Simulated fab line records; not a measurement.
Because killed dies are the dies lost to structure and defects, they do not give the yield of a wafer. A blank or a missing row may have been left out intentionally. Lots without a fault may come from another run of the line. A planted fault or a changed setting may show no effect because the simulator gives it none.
The tool behind it: which one?	flow n5_finfet	30 wafers from 10 lots sampled at 4 of the route's 1938 steps

WHAT EACH GAUGE READ, for each wafer
N5_BEOL_M10_CD_MEAS_35 targets a cd of 70 nm.
lot	measured	on	cd_nm (nm)
L421	day 9 23:27	cd_sem-03	69.5 71.5 70.1
L427	day 11 14:41	cd_sem-01	69.5 70.4 69.5
L424	day 11 20:40	cd_sem-03	69.8 69.9 69.1
L426	day 11 20:56	cd_sem-02	69.2 69.8 70.2
L425	day 11 21:19	cd_sem-02	69.7 69.8 69.7
L436	day 14 15:22	cd_sem-02	70.9 69.7 70.8
L437	day 14 18:56	cd_sem-01	68.9 69.9 69.5
L439	day 14 21:30	cd_sem-02	70.1 69.7 69.6
L441	day 15 19:08	cd_sem-01	70.1 68.4 70.0
L444	day 16 13:18	cd_sem-01	69.3 69.2 69.1

N5_BEOL_M11_OVL_MEAS_12.
lot	measured	on	M11_OVL (nm)
L421	day 10 06:03	overlay-01	0.3 1.5 0.1
L427	day 11 21:17	overlay-02	0.7 0.4 -0.3
L424	day 12 01:55	overlay-02	1.1 1.1 1.2
L426	day 12 02:15	overlay-02	0.2 -0.5 -0.6
L425	day 12 02:05	overlay-01	0.3 1.0 0.1
L436	day 14 19:13	overlay-02	0.5 0.8 1.3
L437	day 15 00:44	overlay-02	0.7 -0.3 0.7
L439	day 15 02:26	overlay-01	0.5 0.6 0.3
L441	day 16 03:34	overlay-02	1.4 1.1 0.6
L444	day 16 19:04	overlay-02	-0.4 -0.3 0.4

WHAT TOOL EACH LOT RAN ON (gives the tool, then ch and the chambers of the sampled wafers, and finally the start)
lot	N5_BEOL_M10_TRENCH_ETCH_37	N5_BEOL_M11_COAT_60
L421	rie_diel-03 ch 0,1, day 9 23:27 or earlier	litho_track-03 ch 0, day 10 05:47
L427	rie_diel-04 ch 0,3, day 11 14:41 or earlier	litho_track-02 ch 0, day 11 20:53
L424	rie_diel-02 ch 0,3, day 11 20:40 or earlier	litho_track-02 ch 0, day 12 01:32
L426	rie_diel-04 ch 0,1,2, day 11 20:56 or earlier	litho_track-02 ch 0, day 12 01:50
L425	rie_diel-03 ch 1,3, day 11 21:19 or earlier	litho_track-03 ch 0, day 12 01:49
L436	rie_diel-04 ch 1,2,3, day 14 15:22 or earlier	litho_track-02 ch 0, day 14 18:49
L437	rie_diel-03 ch 0,1, day 14 18:56 or earlier	litho_track-02 ch 0, day 15 00:20
L439	rie_diel-03 ch 0,1,2, day 14 21:30 or earlier	litho_track-04 ch 0, day 15 02:10
L441	rie_diel-03 ch 1,2,3, day 15 19:08 or earlier	litho_track-04 ch 0, day 16 03:17
L444	rie_diel-04 ch 0,2,3, day 16 13:18 or earlier	litho_track-04 ch 0, day 16 18:40
- N5_BEOL_M10_TRENCH_ETCH_37: etches SiCOH lowk in C4F6/O2, target depth 148.83 nm, time 48 s.
- N5_BEOL_M11_COAT_60: time 60 s, resist thk 30 nm.

WHAT THE TOOLS THEMSELVES READ (means of the sampled wafers that have a number; where no wafer has one, the mark that the record gives instead)
N5_BEOL_M10_TRENCH_ETCH_37.
lot	tool	O2_flow_sccm (sccm)	drypump_motor_current_A (A)	oes_product_au (a.u.)	rf_vpp_V (V)	showerhead_plenum_p_Torr (Torr)	throttle_valve_pct (%)
L421	rie_diel-03	9.99	5.4	0.78	668	2.84	20.62
L427	rie_diel-04	10.04	6.6	0.86	691	2.98	21.01
L424	rie_diel-02	10.05	5.4	0.70	670	2.74	20.80
L426	rie_diel-04	9.96	6.2	0.93	673	2.94	20.70
L425	rie_diel-03	10.01	5.4	0.84	658	2.91	20.69
L436	rie_diel-04	10.01	6.1	0.87	670	2.89	20.81
L437	rie_diel-03	10.00	5.4	0.75	667	2.82	20.69
L439	rie_diel-03	9.99	5.4	0.75	673	2.82	20.74
L441	rie_diel-03	9.99	5.5	0.78	662	2.89	20.79
L444	rie_diel-04	9.98	6.2	0.84	686	2.96	20.94

N5_BEOL_M11_COAT_60.
lot	tool	dispense_pressure_kPa (kPa)	resist_line_temp_C (C)	spin_speed_rpm (rpm)
L421	litho_track-03	57	23.12	1499.7
L427	litho_track-02	42	23.03	1498.7
L424	litho_track-02	42	22.93	1499.4
L426	litho_track-02	42	23.09	1499.8
L425	litho_track-03	57	22.90	1500.8
L436	litho_track-02	42	23.01	1829.0
L437	litho_track-02	42	23.09	1828.1
L439	litho_track-04	43	23.03	1499.6
L441	litho_track-04	43	23.01	1500.2
L444	litho_track-04	43	23.07	1500.1

THE ANSWER, worked out from the rows above alone
Rule: the usual values come from the lots themselves. Put in order of their means at a reading, lots are off if they are a third of the lots or fewer, leave a main group of 4 or more, and stand apart from it by a gap of 3 or more times the standard deviation of the main group's means; of several such gaps the widest counts. Not used: any main group whose means are identical at the precision the tables above print for the reading. Also off: a lot with no number at a reading for which 4 or more lots have one. Where the step has rows for the other lots, those lots are counted as sound. First the gauges in route order, then the tools' own readings, where a lot's mean is used as printed above. At the first step where some lot is off, the reading lying furthest off is the one used; lots without a number count as furthest.
Off at N5_BEOL_M11_COAT_60 (spin_speed_rpm): L436, L437. Mean 1499.8 rpm and standard deviation 0.58 in the main group.
A tool fits if, at that step or a process step before it, it ran every lot that is off, and no sound lot after the first of them. With no start given for some of its lots, N5_BEOL_M10_TRENCH_ETCH_37 uses the hours and lot order of N5_BEOL_M10_CD_MEAS_35. One candidate fits, namely litho_track-02 at N5_BEOL_M11_COAT_60. Its last sound lot is L426 (day 12 01:50), its first lot that is off L436 (day 14 18:49): a fault that began between those two fits.
The tool's own readings at N5_BEOL_M11_COAT_60 bear it out: on the lots that are off they differ by more than 5 times the standard deviation of the sound lots' means. spin_speed_rpm reads 1828.5 rpm there against 1499.8 rpm on the sound lots.

WHAT WAS PUT IN BY THE SIMULATOR
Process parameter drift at N5_BEOL_M11_COAT_60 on litho_track-02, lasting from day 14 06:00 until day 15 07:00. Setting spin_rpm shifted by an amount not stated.
Shown lots that were struck: L436, L437. This agrees with what the rule above found.
